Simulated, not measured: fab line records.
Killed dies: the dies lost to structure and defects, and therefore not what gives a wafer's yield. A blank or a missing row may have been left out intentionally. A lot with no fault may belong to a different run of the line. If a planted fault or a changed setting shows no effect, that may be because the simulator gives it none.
Which of the tools did it? | flow nand harc | 12 lots, 34 wafers sampled, at 4 steps of a route of 1159

== WHAT THE GAUGES READ, wafer by wafer ==
NHARC_P_STI_OCD_MEAS_43. Usual: trench depth nm 299 nm, standard deviation 5.8; trench foot cd nm 159 nm, standard deviation 3.3.
lot  | measured    | on     | trench depth nm (nm) | trench foot cd nm (nm) | flag
L909 | day 2 16:19 | ocd-02 | 291 299 304          | 155 157 153            |
L910 | day 2 16:28 | ocd-01 | 308 301 297          | 160 160 159            |
L911 | day 3 00:31 | ocd-02 | 295 298 300          | 156 159 157            |
L912 | day 3 11:46 | ocd-01 | 297 294 295          | 158 155 156            |
L913 | day 3 11:31 | ocd-02 | 297 298 311          | 155 161 158            |
L918 | day 4 18:16 | ocd-02 | 300 295 303          | 157 166 161            |
L919 | day 4 23:52 | ocd-02 | 298 300              | 155 154                |
L922 | day 5 19:44 | ocd-02 | 302 292              | 155 159                |
L926 | day 6 18:58 | ocd-02 | 302 293 291          | 155 160 159            |
L929 | day 7 08:39 | ocd-02 | 298 303 299          | 165 163 165            |
L931 | day 8 00:11 | ocd-02 | 291 292 301          | 161 161 157            |
L932 | day 8 05:58 | ocd-01 | 288 299 297          | 156 161 159            |

== WHICH TOOL RAN EACH LOT (tool, then ch and the chambers of the sampled wafers, then the start) ==
lot  | NHARC_P_ZERO_WELL_DESCUM_26       | NHARC_P_STI_DESCUM_14             | NHARC_P_STI_ETCH_15
L909 | rie diel-01 ch 0,3, day 1 14:52   | rie diel-12 ch 2,3, day 2 15:17   | rie si-06 ch 0,1,2, day 2 15:35
L910 | rie diel-01 ch 1,2,3, day 1 20:56 | rie diel-09 ch 0,2,3, day 2 15:26 | rie si-06 ch 0,1,2, day 2 15:43
L911 | rie diel-02 ch 2,3, day 2 02:56   | rie diel-10 ch 0,1,2, day 2 23:29 | rie si-01 ch 0,1,3, day 2 23:46
L912 | rie diel-01 ch 1,2, day 2 08:39   | rie diel-09 ch 0,1, day 3 10:38   | rie si-01 ch 0,3, day 3 10:56
L913 | rie diel-02 ch 0,1,2, day 2 14:47 | rie diel-10 ch 0,2,3, day 3 10:30 | rie si-06 ch 2,3, day 3 10:45
L918 | rie diel-02 ch 0,3, day 3 20:46   | rie diel-10 ch 0,2,3, day 4 17:15 | rie si-02 ch 0,1,2, day 4 17:34
L919 | rie diel-03 ch 2, day 4 02:29     | rie diel-12 ch 0,2, day 4 22:49   | rie si-02 ch 0,1, day 4 23:07
L922 | rie diel-03 ch 0,2, day 4 20:40   | rie diel-12 ch 1,3, day 5 18:43   | rie si-02 ch 1,3, day 5 18:59
L926 | rie diel-02 ch 0,1,2, day 5 20:31 | rie diel-12 ch 0,2,3, day 6 17:55 | rie si-02 ch 1,2,3, day 6 18:11
L929 | rie diel-01 ch 0,1,2, day 6 14:46 | rie diel-09 ch 1,2, day 7 07:36   | rie si-01 ch 2,3, day 7 07:55
L931 | rie diel-02 ch 0,3, day 7 02:46   | rie diel-12 ch 0,1,3, day 7 23:10 | rie si-02 ch 0,2,3, day 7 23:27
L932 | rie diel-01 ch 1,2,3, day 7 08:38 | rie diel-12 ch 0,2,3, day 8 04:56 | rie si-02 ch 0,3, day 8 05:13
- NHARC_P_ZERO_WELL_DESCUM_26: chemistry O2, time 3 s.
- NHARC_P_STI_DESCUM_14: chemistry O2, time 3 s.
- NHARC_P_STI_ETCH_15: etches the open film in HBr/Cl2, target depth 300 nm, time 100.1 s.

== AS READ BY THE TOOLS THEMSELVES (means over the sampled wafers that have a number; for cases with no such wafer, the mark the record gives instead) ==
NHARC_P_ZERO_WELL_DESCUM_26. Usual: drypump motor current A 5.7 A, standard deviation 0.4; oes product au 1.000 a.u., standard deviation 0.012; rf vpp V 57.9 V, standard deviation 0.92; run length s 23.8 s, standard deviation 0.32; showerhead plenum p Torr 1.95 Torr, standard deviation 0.078; throttle valve pct 11.311 %, standard deviation 0.0095.
lot  | tool        | drypump motor current A (A) | oes product au (a.u.) | rf vpp V (V) | run length s (s) | showerhead plenum p Torr (Torr) | throttle valve pct (%) | flag
L909 | rie diel-01 | 5.9                         | 0.999                 | 57.6         | 23.5             | 1.94                            | 11.305                 |
L910 | rie diel-01 | 5.8                         | 0.996                 | 57.9         | 23.8             | 2.00                            | 11.316                 |
L911 | rie diel-02 | 5.3                         | 1.001                 | 58.1         | 23.8             | 1.86                            | 11.311                 |
L912 | rie diel-01 | 5.9                         | 0.985                 | 57.9         | 23.9             | 1.98                            | 11.303                 |
L913 | rie diel-02 | 5.8                         | 0.994                 | 57.3         | 24.0             | 1.92                            | 11.316                 |
L918 | rie diel-02 | 5.4                         | 0.997                 | 58.0         | 23.9             | 1.98                            | 11.309                 |
L919 | rie diel-03 | 5.9                         | 0.993                 | 57.3         | 24.2             | 1.95                            | 11.314                 |
L922 | rie diel-03 | 5.7                         | 0.992                 | 59.3         | 23.5             | 1.98                            | 11.319                 |
L926 | rie diel-02 | 5.8                         | 1.005                 | 57.3         | 23.7             | 1.91                            | 11.316                 |
L929 | rie diel-01 | 5.8                         | 1.000                 | 58.3         | 23.6             | 1.93                            | 11.321                 |
L931 | rie diel-02 | 5.1                         | 0.988                 | 58.0         | 23.8             | 1.93                            | 11.309                 |
L932 | rie diel-01 | 5.8                         | 1.016                 | 57.6         | 23.9             | 2.00                            | 11.310                 |

NHARC_P_STI_DESCUM_14. Usual: drypump motor current A 5.5 A, standard deviation 0.57; oes product au 0.999 a.u., standard deviation 0.014; rf vpp V 57.8 V, standard deviation 0.89; run length s 24.0 s, standard deviation 0.33; showerhead plenum p Torr 1.93 Torr, standard deviation 0.071; throttle valve pct 11.312 %, standard deviation 0.0088.
lot  | tool        | drypump motor current A (A) | oes product au (a.u.) | rf vpp V (V) | run length s (s) | showerhead plenum p Torr (Torr) | throttle valve pct (%) | flag
L909 | rie diel-12 | 5.2                         | 1.004                 | 58.6         | 24.1             | 1.93                            | 11.310                 |
L910 | rie diel-09 | 5.7                         | 1.001                 | 57.9         | 24.0             | 1.95                            | 11.314                 |
L911 | rie diel-10 | 5.6                         | 1.013                 | 58.5         | 23.9             | 1.90                            | 11.307                 |
L912 | rie diel-09 | 6.4                         | 0.997                 | 57.6         | 23.8             | 1.92                            | 11.310                 |
L913 | rie diel-10 | 5.5                         | 0.996                 | 57.5         | 23.8             | 1.93                            | 11.308                 |
L918 | rie diel-10 | 5.5                         | 0.992                 | 58.0         | 23.6             | 1.93                            | 11.310                 |
L919 | rie diel-12 | 5.5                         | 0.996                 | 57.5         | 24.1             | 1.96                            | 11.300                 |
L922 | rie diel-12 | 5.5                         | 1.015                 | 57.5         | 24.4             | 1.90                            | 11.319                 |
L926 | rie diel-12 | 5.4                         | 1.000                 | 58.3         | 24.2             | 1.93                            | 11.309                 |
L929 | rie diel-09 | 6.0                         | 0.992                 | 57.8         | 24.1             | 1.99                            | 11.318                 |
L931 | rie diel-12 | 5.6                         | 1.003                 | 58.0         | 24.1             | 1.89                            | 11.310                 |
L932 | rie diel-12 | 5.4                         | 1.010                 | 57.7         | 23.9             | 1.93                            | 11.305                 |

NHARC_P_STI_ETCH_15. Usual: bias w 100.0 W, standard deviation 0.33; drypump motor current A 5.7 A, standard deviation 0.42; oes product au 0.998 a.u., standard deviation 0.013; throttle valve pct 26.404 %, standard deviation 0.0093.
lot  | tool      | bias w (W) | drypump motor current A (A) | oes product au (a.u.) | throttle valve pct (%) | flag
L909 | rie si-06 | 100.2      | 5.9                         | 0.998                 | 26.414                 |
L910 | rie si-06 | 100.1      | 5.9                         | 1.005                 | 26.399                 |
L911 | rie si-01 | 99.9       | 5.9                         | 0.994                 | 26.404                 |
L912 | rie si-01 | 99.9       | 5.9                         | 0.991                 | 26.410                 |
L913 | rie si-06 | 99.5       | 5.6                         | 1.006                 | 26.396                 |
L918 | rie si-02 | 99.9       | 5.6                         | 0.999                 | 26.407                 |
L919 | rie si-02 | 100.2      | 5.9                         | 0.998                 | 26.422                 |
L922 | rie si-02 | 99.8       | 6.0                         | 0.993                 | 26.405                 |
L926 | rie si-02 | 100.1      | 5.7                         | 0.985                 | 26.403                 |
L929 | rie si-01 | 99.5       | 6.1                         | 0.999                 | 26.412                 |
L931 | rie si-02 | 100.1      | 5.4                         | 0.991                 | 26.403                 |
L932 | rie si-02 | 99.7       | 5.5                         | 0.986                 | 26.411                 |

== THE ANSWER, worked out from the rows above alone ==
Rule: lot off if the mean of its wafers having a number is beyond 3 standard deviations from the usual mean. A lot without any number at a reading at which 4 lots or more have one is off too. All remaining lots with rows at the step are treated as sound. After the gauges, taken in route order, come the tools' own readings; for these a lot's mean is taken, as printed above. At the first step where some lot is off, the reading lying furthest off is the one used; lots without a number count as furthest.
No lot is off on any of the readings shown, so nothing can be concluded from this.

== WHAT WAS PUT IN BY THE SIMULATOR ==
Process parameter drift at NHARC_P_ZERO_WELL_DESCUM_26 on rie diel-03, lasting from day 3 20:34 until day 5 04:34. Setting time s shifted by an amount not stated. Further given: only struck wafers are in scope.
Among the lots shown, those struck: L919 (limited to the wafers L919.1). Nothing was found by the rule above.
